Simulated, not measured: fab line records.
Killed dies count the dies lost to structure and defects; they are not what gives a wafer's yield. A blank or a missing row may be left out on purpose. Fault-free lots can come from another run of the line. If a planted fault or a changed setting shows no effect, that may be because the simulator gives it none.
Chamber matching + flow nand harc + NHARC_THIN_TSV_DEP_47 on pecvd-03: 3 sister chambers
The step deposits SiO2, target thk 200 nm. 14 wafers are shown with their chamber, then 7 later ones without.

== EACH WAFER AND ITS CHAMBER ==
| wafer  | chamber | throttle valve pct (%) |
|--------|---------|------------------------|
| L546.1 | 2       | 15.4                   |
| L546.5 | 1       | 15.7                   |
| L546.6 | 0       | 15.7                   |
| L545.2 | 2       | 15.8                   |
| L545.3 | 0       | 15.9                   |
| L545.6 | 2       | 15.5                   |
| L552.2 | 2       | 15.7                   |
| L552.5 | 1       | 15.8                   |
| L552.6 | 2       | 15.8                   |
| L554.3 | 0       | 15.7                   |
| L554.5 | 0       | 15.9                   |
| L554.6 | 2       | 15.9                   |
| L558.2 | 2       | 15.6                   |
| L558.3 | 1       | 15.5                   |

SIGNATURES (averages over the wafers above)
| reading            | chamber 0 | chamber 1 | chamber 2 | scatter within a chamber |
|--------------------|-----------|-----------|-----------|--------------------------|
| throttle valve pct | 15.800    | 15.667    | 15.671    | 0.16                     |
Rule: for a wafer and a chamber, the distance is found by dividing, reading by reading, the gap between the wafer's reading and the chamber's mean by the reading's scatter, squaring, summing and taking the root. The wafer belongs to the nearest chamber; if the next one is less than 2 further off, it can't be placed. How the scatter is found: for the shown wafers, subtract from each reading the mean of its chamber, square and add these, divide the total by (wafers less chambers), then take the root.

== WAFERS WITH NO CHAMBER GIVEN ==
| wafer  | throttle valve pct (%) |
|--------|------------------------|
| L558.4 | 15.8                   |
| L557.1 | 15.8                   |
| L557.2 | 15.8                   |
| L557.3 | 16.1                   |
| L564.4 | 15.8                   |
| L564.5 | 15.1                   |
| L564.6 | 15.9                   |

== WHICH CHAMBER EACH ONE RAN IN ==
| wafer  | from the rows above          | in truth |
|--------|------------------------------|----------|
| L558.4 | can't be placed: 0 or 2 or 1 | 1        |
| L557.1 | can't be placed: 0 or 2 or 1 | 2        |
| L557.2 | can't be placed: 0 or 2 or 1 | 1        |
| L557.3 | can't be placed: 0 or 2 or 1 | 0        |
| L564.4 | can't be placed: 0 or 2 or 1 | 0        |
| L564.5 | can't be placed: 1 or 2 or 0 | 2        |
| L564.6 | can't be placed: 0 or 2 or 1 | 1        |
Correct placement for 0 of the 7. Unplaceable from these rows: 7, with the true chamber sitting among the candidates in 7. Number placed wrongly: 0.
